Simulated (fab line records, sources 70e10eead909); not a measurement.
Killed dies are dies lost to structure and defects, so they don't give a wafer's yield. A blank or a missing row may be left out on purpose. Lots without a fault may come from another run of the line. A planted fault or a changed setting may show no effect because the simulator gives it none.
Problem report in the 8D (eight disciplines) form, filled by code | flow nand_harc | the parts of the form that need people (team, actions taken, sign-off) are left out

1. THE PROBLEM
thk_nm at NHARC_A_ONON_D2_THK_MEAS_08 reads a mean of 1111 nm on 3 wafers of 2 lots; wafers without a fault read 1003 nm with a standard deviation of 9.6. That is +11 standard deviations from the usual mean.
The step: measures by ellipsometry.
First seen on wafer L923.2, day 19 19:16, on film_metro-01. The record holds 36 wafers of 12 lots with a number at this step. Rule for "out", or "out of limits": more than 4 standard deviations from the usual mean. The other wafers with a number count as sound.

2. WHAT IT IS AND WHAT IT IS NOT
question                    | is                           | is not
which readings at this step | thk_nm                       | -
which lots                  | L923, L925                   | L907, L908, L909, L911, L912, L913, L914, L926, L928, L929
which wafers of those lots  | L923.2, L923.5, L925.5       | L923.4, L925.3, L925.4
read on which gauges        | film_metro-01, film_metro-02 | -
when                        | from day 19 19:16            | up to then (22 sound wafers); but 11 sound wafers of L925, L926, L928, L929 came after

3. SUSPECTS, AND WHAT RULES EACH OUT
Counting: a tool at a process step up to the reading stays a suspect if it ran every lot that is out. Sound lots after the first of them don't rule it out here, since some wafers of a struck lot are sound.
- the gauge at NHARC_A_ONON_D2_THK_MEAS_08: ruled out. The wafers that are out were read on 2 gauges (film_metro-01, film_metro-02).
- pecvd_onon-02 at NHARC_A_ONON_D2_DEP_06 (target thk 1000 nm): kept. It ran every lot that is out, first L923 (day 19 18:49); its last sound lot up to then is L913 (day 15 09:32).
Left after counting: pecvd_onon-02 at NHARC_A_ONON_D2_DEP_06.

4. THE CAUSE (what the simulator had put in)
Process parameter drift: pecvd_onon-02, from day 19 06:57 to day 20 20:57, at NHARC_A_ONON_D2_DEP_06. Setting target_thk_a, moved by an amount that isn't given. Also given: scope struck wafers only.
Counting left only this tool.

5. THE CHAIN OF EFFECTS, in route order
Each row: a reading whose mean over the struck wafers that have a number lies more than 3 standard deviations from the usual. Only readings for which the record gives a usual standard deviation are gone through. hours: the time from each lot's start at the first step in this table that gives one to its start at this step, as a median over the lots. sigmas: the change in usual standard deviations.
hours | step                        | reading | usual   | on struck wafers | change | sigmas
0     | NHARC_A_ONON_D2_THK_MEAS_08 | thk_nm  | 1003 nm | 1111             | +108   | +11
Later measuring or inspecting steps at which every struck wafer that the step has a row for has a number for every such reading, and none has moved that far: NHARC_END_SORT_01.

6. WHAT WOULD HAVE CAUGHT IT SOONER
In this record the first reading out of limits at a measuring or inspecting step was taken at day 19 19:16, 12 hours after the fault began at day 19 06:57.
Of the lots that are out (2), L925 began NHARC_A_ONON_D2_DEP_06 on pecvd_onon-02 after day 19 19:16. A hold on the tool at that time would have spared it.
